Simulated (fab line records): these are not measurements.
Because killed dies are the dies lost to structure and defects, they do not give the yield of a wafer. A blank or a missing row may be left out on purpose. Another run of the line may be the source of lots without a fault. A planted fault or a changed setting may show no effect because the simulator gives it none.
Matching of chambers	flow nand-harc	3 sister chambers for NHARC_A_STAIRCASE_DEP_151 on pecvd-03
The step deposits SiO2, target thk 3800 nm. 16 wafers are shown with their chamber, then 8 later ones without.

## WAFERS PAIRED WITH THEIR CHAMBERS
wafer	chamber	heater-power-w (W)	mfc-precursor-sccm (sccm)
L078.1	1	666	199.9
L078.3	0	560	199.8
L078.4	2	545	199.9
L082.1	0	617	200.0
L082.2	1	727	200.1
L082.5	0	503	199.8
L084.1	0	592	200.5
L084.3	2	646	199.9
L084.4	0	507	200.4
L086.1	2	642	200.4
L086.3	1	716	199.1
L086.6	0	501	199.0
L090.3	1	708	200.2
L090.5	1	599	199.8
L090.6	2	544	200.3
L092.4	0	508	200.0

SIGNATURES (averages over the wafers above)
reading	chamber 0	chamber 1	chamber 2	scatter within a chamber
heater-power-w	541.14	683.20	594.25	51.8
mfc-precursor-sccm	199.929	199.820	200.125	0.431
Rule: a wafer lies at a distance from a chamber equal to the root of the sum of squares, over the readings, of (its reading less the chamber's mean, divided by the reading's scatter). The wafer belongs to the nearest chamber; if the next one is less than 2 further off, it can't be placed. The scatter: the root of (the sum of the squares of (reading less its chamber's mean) over the shown wafers, divided by (wafers less chambers)).

## WAFERS WITHOUT THEIR CHAMBER
wafer	heater-power-w (W)	mfc-precursor-sccm (sccm)
L092.5	583	201.4
L092.6	543	200.0
L094.1	581	199.9
L094.2	615	200.6
L094.6	502	199.4
L096.2	643	199.2
L096.3	609	199.5
L096.6	521	199.7

## WHICH CHAMBER EACH WENT THROUGH
wafer	from the rows above	in truth
L092.5	can't be placed: 2 or 0 or 1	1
L092.6	can't be placed: 0 or 2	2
L094.1	can't be placed: 2 or 0 or 1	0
L094.2	can't be placed: 2 or 0 or 1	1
L094.6	can't be placed: 0 or 2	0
L096.2	can't be placed: 1 or 2 or 0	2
L096.3	can't be placed: 2 or 1 or 0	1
L096.6	can't be placed: 0 or 2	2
Placed correctly: 0 of 8. From these rows, 8 cannot be placed; in 8 the true chamber is one of the candidates. Number placed wrongly: 0.
